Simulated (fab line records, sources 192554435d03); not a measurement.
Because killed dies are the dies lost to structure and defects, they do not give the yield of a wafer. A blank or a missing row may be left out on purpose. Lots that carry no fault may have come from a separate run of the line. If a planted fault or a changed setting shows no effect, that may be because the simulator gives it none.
Which tool was responsible?    flow n5 finfet    Sampling: 20 lots, 60 wafers, 6 of 1938 route steps

WHAT THE GAUGES READ, wafer by wafer
The record holds no reading of a measuring or inspecting step that can be judged against a usual standard deviation.

WHAT TOOL EACH LOT RAN ON (gives the tool, then ch and the chambers of the sampled wafers, and finally the start)
lot   N5_GATE_CUT_STRIP_42                N5_GATE_CUT_CUT_ETCH_54            N5_MOL_CONTACT_COAG_ETCH_105        N5_MOL_CONTACT_COAG_ETCH_106        N5_MOL_CONTACT_COAG_CO_FILL_22    N5_MOL_CONTACT_COAG_PRE_CLEAN_142
L074  rie diel-03 ch 2,3, day 4 10:06     rie metal-02 ch 0,1, day 4 10:19   rie diel-04 ch 0,2,3, day 4 14:05   rie diel-04 ch 0,2,3, day 4 14:07   cvd co-02 ch 0,1,2, day 4 16:49   pvd sputter-01, day 4 19:44
L075  rie diel-03 ch 1,3, day 4 18:07     rie metal-01 ch 0,1, day 4 18:19   rie diel-04 ch 0,1,2, day 4 21:52   rie diel-04 ch 0,1,2, day 4 21:53   cvd co-01 ch 0,1,2, day 5 00:11   pvd sputter-02, day 5 02:11
L076  rie diel-05 ch 2,3, day 5 01:01     rie metal-03 ch 0,1, day 5 01:17   rie diel-01 ch 0,1,3, day 5 04:49   rie diel-01 ch 0,1,3, day 5 04:50   cvd co-01 ch 1,2, day 5 08:08     pvd sputter-01, day 5 10:18
L078  rie diel-03 ch 1,3, day 5 19:32     rie metal-03 ch 0,1, day 5 19:45   rie diel-04 ch 1,3, day 5 23:17     rie diel-04 ch 1,3, day 5 23:19     cvd co-01 ch 0,1,2, day 6 04:58   pvd sputter-01, day 6 08:21
L079  rie diel-03 ch 0,3, day 5 23:43     rie metal-01 ch 0,1, day 5 23:55   rie diel-04 ch 0,1,2, day 6 03:37   rie diel-04 ch 0,1,2, day 6 03:38   cvd co-01 ch 0,2, day 6 05:49     pvd sputter-01, day 6 08:31
L080  rie diel-05 ch 0,1, day 6 02:59     rie metal-02 ch 0,1, day 6 03:11   rie diel-04 ch 1,3, day 6 06:43     rie diel-04 ch 1,3, day 6 06:45     cvd co-01 ch 0,1, day 6 09:45     pvd sputter-02, day 6 11:41
L081  rie diel-03 ch 0,2,3, day 6 05:44   rie metal-01 ch 0,1, day 6 05:56   rie diel-02 ch 0,3, day 6 09:19     rie diel-02 ch 0,3, day 6 09:21     cvd co-01 ch 1,2, day 6 12:18     pvd sputter-03, day 6 15:18
L082  rie diel-06 ch 0,1, day 6 11:40     rie metal-02 ch 0,1, day 6 11:53   rie diel-04 ch 0,1,3, day 6 15:15   rie diel-04 ch 0,1,3, day 6 15:17   cvd co-01 ch 0,2, day 6 17:32     pvd sputter-01, day 6 21:11
L083  rie diel-03 ch 0,2,3, day 6 18:34   rie metal-02 ch 0,1, day 6 18:47   rie diel-01 ch 0,2,3, day 6 22:18   rie diel-01 ch 0,2,3, day 6 22:20   cvd co-01 ch 0,1, day 7 01:14     pvd sputter-01, day 7 03:50
L084  rie diel-06 ch 1,3, day 7 00:03     rie metal-01 ch 0,1, day 7 00:16   rie diel-04 ch 1,3, day 7 03:38     rie diel-04 ch 1,3, day 7 03:40     cvd co-01 ch 0,2, day 7 05:25     pvd sputter-02, day 7 07:31
L086  rie diel-06 ch 0,3, day 7 12:37     rie metal-01 ch 0,1, day 7 12:50   rie diel-01 ch 1,2, day 7 16:23     rie diel-01 ch 1,2, day 7 16:25     cvd co-01 ch 0,1, day 7 20:23     pvd sputter-01, day 7 21:56
L087  rie diel-05 ch 1,3, day 7 22:06     rie metal-02 ch 0,1, day 7 22:19   rie diel-04 ch 0,2,3, day 8 01:58   rie diel-04 ch 0,2,3, day 8 01:59   cvd co-01 ch 0,1,2, day 8 03:57   pvd sputter-01, day 8 05:30
L088  rie diel-05 ch 0,1,3, day 8 00:38   rie metal-01 ch 0,1, day 8 00:51   rie diel-02 ch 2,3, day 8 04:19     rie diel-02 ch 2,3, day 8 04:20     cvd co-02 ch 0,2, day 8 08:10     pvd sputter-01, day 8 11:24
L090  rie diel-06 ch 0,3, day 8 11:22     rie metal-03 ch 0,1, day 8 11:34   rie diel-02 ch 0,1,3, day 8 15:02   rie diel-02 ch 0,1,3, day 8 15:04   cvd co-01 ch 0,2, day 8 19:14     pvd sputter-02, day 8 22:04
L091  rie diel-06 ch 2,3, day 8 18:32     rie metal-01 ch 0,1, day 8 18:44   rie diel-02 ch 0,1,2, day 8 22:28   rie diel-02 ch 0,1,2, day 8 22:29   cvd co-02 ch 0,1,2, day 9 03:02   pvd sputter-03, day 9 05:54
L092  rie diel-06 ch 0,2,3, day 9 00:10   rie metal-01 ch 0,1, day 9 00:23   rie diel-04 ch 0,1,3, day 9 04:03   rie diel-04 ch 0,1,3, day 9 04:05   cvd co-01 ch 0,1,2, day 9 06:50   pvd sputter-02, day 9 08:52
L093  rie diel-03 ch 0,3, day 9 05:18     rie metal-02 ch 0,1, day 9 05:31   rie diel-04 ch 1,2, day 9 09:02     rie diel-04 ch 1,2, day 9 09:04     cvd co-01 ch 1,2, day 9 12:29     pvd sputter-02, day 9 14:33
L094  rie diel-06 ch 1,2, day 9 11:08     rie metal-01 ch 0,1, day 9 11:20   rie diel-04 ch 0,1,3, day 9 14:57   rie diel-04 ch 0,1,3, day 9 14:59   cvd co-01 ch 0,1, day 9 18:07     pvd sputter-03, day 9 21:25
L096  rie diel-03 ch 0,1,2, day 10 00:36  rie metal-01 ch 0,1, day 10 00:52  rie diel-04 ch 0,1,3, day 10 04:14  rie diel-04 ch 0,1,3, day 10 04:16  cvd co-01 ch 0,1,2, day 10 07:32  pvd sputter-03, day 10 12:01
L097  rie diel-05 ch 1,2, day 10 08:13    rie metal-02 ch 0,1, day 10 08:26  rie diel-04 ch 2,3, day 10 12:02    rie diel-04 ch 2,3, day 10 12:04    cvd co-01 ch 0,1,2, day 10 13:56  pvd sputter-01, day 10 18:47
- N5_GATE_CUT_STRIP_42: strips in O2.
- N5_GATE_CUT_CUT_ETCH_54: etches TiN in Cl2/BCl3, target depth 96.7 nm.
- N5_MOL_CONTACT_COAG_ETCH_105: etches SiARC in CF4, target depth 15.6 nm, time 26 s.
- N5_MOL_CONTACT_COAG_ETCH_106: etches SOC in N2/H2, target depth 80 nm, overetch 16 nm, time 120 s.
- N5_MOL_CONTACT_COAG_CO_FILL_22: material Co, precursor CCTBA/H2, target thk 20 nm.
- N5_MOL_CONTACT_COAG_PRE_CLEAN_142: time 60 s.

WHAT THE TOOLS THEMSELVES READ (means of the sampled wafers that have a number; where no wafer has one, the mark that the record gives instead)
N5_GATE_CUT_STRIP_42. Usual: value, then standard deviation, for each; chamber pressure mTorr 30.001 mTorr / 0.026; drypump motor current A 5.37 A / 0.28; o2 flow sccm 225.0 sccm / 0.75; oes product au 0.75 a.u. / 0.077; rf vpp V 3.6 V / 0.46; showerhead plenum p Torr 2.13 Torr / 0.052; throttle valve pct 16.70 % / 0.21.
lot   tool         chamber pressure mTorr (mTorr)  drypump motor current A (A)  o2 flow sccm (sccm)  oes product au (a.u.)  rf vpp V (V)  showerhead plenum p Torr (Torr)  throttle valve pct (%)  flag
L074  rie diel-03  30.003                          5.20                         224.4                0.71                   3.5           2.11                             16.83                   
L075  rie diel-03  29.988                          5.20                         225.3                0.76                   3.5           2.17                             16.75                   
L076  rie diel-05  30.006                          5.44                         225.4                0.74                   4.0           2.12                             16.66                   
L078  rie diel-03  29.985                          5.19                         225.1                0.75                   3.9           2.17                             16.75                   
L079  rie diel-03  30.010                          5.67                         224.6                0.72                   3.2           2.11                             16.58                   
L080  rie diel-05  29.998                          5.16                         224.5                0.79                   3.4           2.11                             16.70                   
L081  rie diel-03  30.038                          5.42                         224.9                0.71                   3.7           2.10                             16.71                   
L082  rie diel-06  29.983                          5.32                         224.8                0.71                   3.6           2.16                             16.75                   
L083  rie diel-03  29.986                          5.44                         224.6                0.70                   3.7           2.10                             16.73                   
L084  rie diel-06  30.002                          5.36                         225.1                0.71                   3.5           2.11                             16.83                   
L086  rie diel-06  30.003                          5.17                         225.2                0.74                   3.4           2.17                             16.70                   
L087  rie diel-05  30.006                          5.41                         224.0                0.88                   3.8           2.07                             16.39                   
L088  rie diel-05  30.028                          5.26                         224.7                0.79                   3.8           2.09                             16.63                   
L090  rie diel-06  29.977                          5.16                         225.8                0.73                   3.5           2.16                             16.72                   
L091  rie diel-06  30.009                          5.50                         225.8                0.72                   3.3           2.09                             16.93                   
L092  rie diel-06  30.020                          5.43                         224.6                0.73                   3.4           2.12                             16.85                   
L093  rie diel-03  30.017                          5.39                         225.0                0.70                   4.0           2.11                             16.76                   
L094  rie diel-06  30.008                          5.59                         225.4                0.89                   3.4           2.12                             16.57                   
L096  rie diel-03  30.013                          5.49                         225.1                0.73                   3.5           2.12                             16.67                   
L097  rie diel-05  30.002                          5.53                         224.5                0.90                   3.2           2.08                             16.29                   

N5_GATE_CUT_CUT_ETCH_54. Usual: chamber pressure mTorr 9.996 mTorr, standard deviation 0.023; drypump motor current A 5.7 A, standard deviation 0.36; etch rf on time s 36.3 s, standard deviation 0.77; oes product au 0.71 a.u., standard deviation 0.12; throttle valve pct 22.31 %, standard deviation 0.24.
lot   tool          chamber pressure mTorr (mTorr)  drypump motor current A (A)  etch rf on time s (s)  oes product au (a.u.)  throttle valve pct (%)  flag
L074  rie metal-02  9.983                           5.2                          36.7                   0.62                   22.17                   
L075  rie metal-01  10.003                          5.8                          35.4                   0.88                   22.36                   
L076  rie metal-03  10.005                          5.7                          36.5                   0.61                   22.43                   
L078  rie metal-03  9.992                           5.6                          37.0                   0.61                   22.45                   
L079  rie metal-01  10.001                          6.0                          35.5                   0.86                   22.18                   
L080  rie metal-02  9.989                           5.4                          36.3                   0.61                   22.25                   
L081  rie metal-01  9.998                           5.8                          36.2                   0.84                   22.38                   
L082  rie metal-02  9.999                           5.2                          36.8                   0.61                   22.18                   
L083  rie metal-02  9.998                           5.4                          36.2                   0.61                   22.27                   
L084  rie metal-01  9.997                           5.8                          36.0                   0.84                   22.38                   
L086  rie metal-01  9.996                           5.8                          36.2                   0.83                   22.38                   
L087  rie metal-02  9.999                           5.4                          36.1                   0.60                   22.27                   
L088  rie metal-01  9.992                           5.8                          36.0                   0.82                   22.38                   
L090  rie metal-03  10.008                          5.6                          36.9                   0.73                   22.41                   
L091  rie metal-01  10.001                          5.9                          36.0                   0.81                   22.39                   
L092  rie metal-01  9.991                           6.0                          35.5                   0.82                   22.20                   
L093  rie metal-02  10.007                          5.2                          36.0                   0.61                   22.18                   
L094  rie metal-01  9.992                           5.8                          36.0                   0.80                   22.39                   
L096  rie metal-01  9.998                           6.0                          35.5                   0.81                   22.20                   
L097  rie metal-02  9.995                           5.2                          36.4                   0.60                   22.20                   

N5_MOL_CONTACT_COAG_ETCH_105. Usual: value, then standard deviation, for each; chamber pressure mTorr 40.00 mTorr / 0.039; drypump motor current A 5.9 A / 0.56; etch rf on time s 25.9 s / 0.57; oes product au 0.66 a.u. / 0.059; rf vpp V 183.7 V / 0.99; showerhead plenum p Torr 2.10 Torr / 0.054; throttle valve pct 15.74 % / 0.28.
lot   tool         chamber pressure mTorr (mTorr)  drypump motor current A (A)  etch rf on time s (s)  oes product au (a.u.)  rf vpp V (V)  showerhead plenum p Torr (Torr)  throttle valve pct (%)  flag
L074  rie diel-04  40.00                           6.1                          25.6                   0.70                   183.4         2.07                             15.64                   
L075  rie diel-04  40.02                           6.3                          25.6                   0.69                   184.2         2.09                             15.72                   
L076  rie diel-01  39.99                           5.6                          26.2                   0.74                   184.6         2.18                             15.33                   
L078  rie diel-04  40.02                           5.8                          26.1                   0.64                   184.4         2.11                             15.91                   
L079  rie diel-04  39.98                           6.3                          25.8                   0.67                   183.5         2.09                             15.74                   
L080  rie diel-04  40.01                           5.5                          26.2                   0.64                   182.3         2.09                             15.85                   
L081  rie diel-02  40.00                           5.4                          26.2                   0.62                   185.0         2.18                             15.98                   
L082  rie diel-04  39.97                           6.0                          26.0                   0.63                   182.7         2.07                             15.91                   
L083  rie diel-01  39.98                           5.6                          26.5                   0.71                   184.2         2.14                             15.39                   
L084  rie diel-04  40.01                           5.8                          26.4                   0.63                   184.0         2.10                             15.94                   
L086  rie diel-01  40.00                           5.2                          26.3                   0.68                   185.0         2.11                             15.52                   
L087  rie diel-04  40.00                           6.1                          25.8                   0.67                   183.6         2.06                             15.70                   
L088  rie diel-02  39.98                           5.3                          25.5                   0.64                   184.3         2.16                             15.91                   
L090  rie diel-02  39.99                           5.8                          25.9                   0.61                   183.5         2.15                             15.97                   
L091  rie diel-02  39.99                           6.0                          26.2                   0.61                   185.5         2.18                             15.81                   
L092  rie diel-04  40.01                           6.0                          26.0                   0.61                   183.9         2.07                             15.95                   
L093  rie diel-04  39.98                           6.1                          25.2                   0.70                   183.7         2.09                             15.56                   
L094  rie diel-04  39.98                           6.0                          26.3                   0.61                   184.4         2.07                             15.95                   
L096  rie diel-04  39.99                           6.0                          26.2                   0.62                   183.2         2.07                             15.97                   
L097  rie diel-04  40.02                           5.6                          25.6                   0.67                   183.4         2.06                             15.68                   

N5_MOL_CONTACT_COAG_ETCH_106. Usual: chamber pressure mTorr 30.002 mTorr, standard deviation 0.026; drypump motor current A 5.9 A, standard deviation 0.56; oes product au 0.69 a.u., standard deviation 0.056; rf vpp V 522.7 V, standard deviation 2; showerhead plenum p Torr 2.50 Torr, standard deviation 0.069; throttle valve pct 18.0 %, standard deviation 0.3.
lot   tool         chamber pressure mTorr (mTorr)  drypump motor current A (A)  oes product au (a.u.)  rf vpp V (V)  showerhead plenum p Torr (Torr)  throttle valve pct (%)  flag
L074  rie diel-04  30.024                          6.1                          0.73                   521.3         2.45                             17.8                    
L075  rie diel-04  29.988                          6.3                          0.71                   522.3         2.48                             17.9                    
L076  rie diel-01  30.007                          5.6                          0.78                   524.6         2.59                             17.5                    
L078  rie diel-04  30.008                          5.8                          0.66                   522.6         2.50                             18.2                    
L079  rie diel-04  29.998                          6.3                          0.70                   522.5         2.48                             18.0                    
L080  rie diel-04  30.001                          5.5                          0.68                   522.2         2.48                             18.2                    
L081  rie diel-02  30.001                          5.4                          0.65                   524.5         2.60                             18.2                    
L082  rie diel-04  29.995                          6.0                          0.66                   522.1         2.46                             18.2                    
L083  rie diel-01  30.026                          5.6                          0.75                   523.5         2.54                             17.6                    
L084  rie diel-04  29.998                          5.8                          0.66                   523.0         2.49                             18.2                    
L086  rie diel-01  30.009                          5.2                          0.72                   522.9         2.51                             17.7                    
L087  rie diel-04  29.975                          6.1                          0.70                   521.2         2.44                             17.9                    
L088  rie diel-02  29.999                          5.3                          0.66                   524.9         2.57                             18.1                    
L090  rie diel-02  30.012                          5.7                          0.65                   524.9         2.56                             18.2                    
L091  rie diel-02  30.006                          6.0                          0.65                   525.0         2.60                             18.1                    
L092  rie diel-04  30.020                          6.0                          0.65                   522.1         2.45                             18.2                    
L093  rie diel-04  30.009                          6.1                          0.72                   522.7         2.49                             17.8                    
L094  rie diel-04  29.996                          6.0                          0.65                   521.3         2.45                             18.2                    
L096  rie diel-04  30.005                          6.0                          0.65                   521.1         2.44                             18.2                    
L097  rie diel-04  29.985                          5.6                          0.70                   521.0         2.44                             17.9                    

N5_MOL_CONTACT_COAG_CO_FILL_22. Usual: chamber pressure Torr 30.01 Torr, standard deviation 0.067; heater power outer w 124 W, standard deviation 6.8; heater power w 233 W, standard deviation 13.
lot   tool       chamber pressure Torr (Torr)  heater power outer w (W)  heater power w (W)  flag
L074  cvd co-02  30.05                         122                       236                 
L075  cvd co-01  30.06                         124                       235                 
L076  cvd co-01  29.99                         127                       244                 
L078  cvd co-01  30.03                         127                       230                 
L079  cvd co-01  30.00                         130                       239                 
L080  cvd co-01  30.06                         121                       222                 
L081  cvd co-01  30.05                         122                       229                 
L082  cvd co-01  29.99                         129                       232                 
L083  cvd co-01  30.03                         125                       227                 
L084  cvd co-01  29.96                         129                       237                 
L086  cvd co-01  29.95                         125                       222                 
L087  cvd co-01  29.99                         125                       235                 
L088  cvd co-02  29.96                         122                       233                 
L090  cvd co-01  30.01                         131                       246                 
L091  cvd co-02  29.97                         118                       232                 
L092  cvd co-01  30.09                         125                       233                 
L093  cvd co-01  30.00                         117                       232                 
L094  cvd co-01  29.99                         120                       221                 
L096  cvd co-01  29.99                         126                       229                 
L097  cvd co-01  30.05                         125                       232                 

N5_MOL_CONTACT_COAG_PRE_CLEAN_142. Usual: heater power w at 469 W, with a standard deviation of 43.
lot   tool            heater power w (W)  flag
L074  pvd sputter-01  459                 
L075  pvd sputter-02  485                 
L076  pvd sputter-01  467                 
L078  pvd sputter-01  451                 
L079  pvd sputter-01  446                 
L080  pvd sputter-02  498                 
L081  pvd sputter-03  482                 
L082  pvd sputter-01  471                 
L083  pvd sputter-01  472                 
L084  pvd sputter-02  517                 
L086  pvd sputter-01  463                 
L087  pvd sputter-01  487                 
L088  pvd sputter-01  447                 
L090  pvd sputter-02  505                 
L091  pvd sputter-03  485                 
L092  pvd sputter-02  495                 
L093  pvd sputter-02  486                 
L094  pvd sputter-03  422                 
L096  pvd sputter-03  455                 
L097  pvd sputter-01  480                 

THE ANSWER, worked out from the rows above alone
Rule: take the mean of a lot's wafers that have a number; if it is more than 3 standard deviations from the usual mean, the lot is off. Also off: a lot with no number at a reading for which 4 or more lots have one. Any other lot the step has rows for is counted as sound. After the gauges, taken in route order, come the tools' own readings; for these a lot's mean is taken, as printed above. At the first step where some lot is off, the reading lying furthest off is the one used; lots without a number count as furthest.
None of the lots is off at any reading shown; this tells nothing.

WHAT WAS PUT IN BY THE SIMULATOR
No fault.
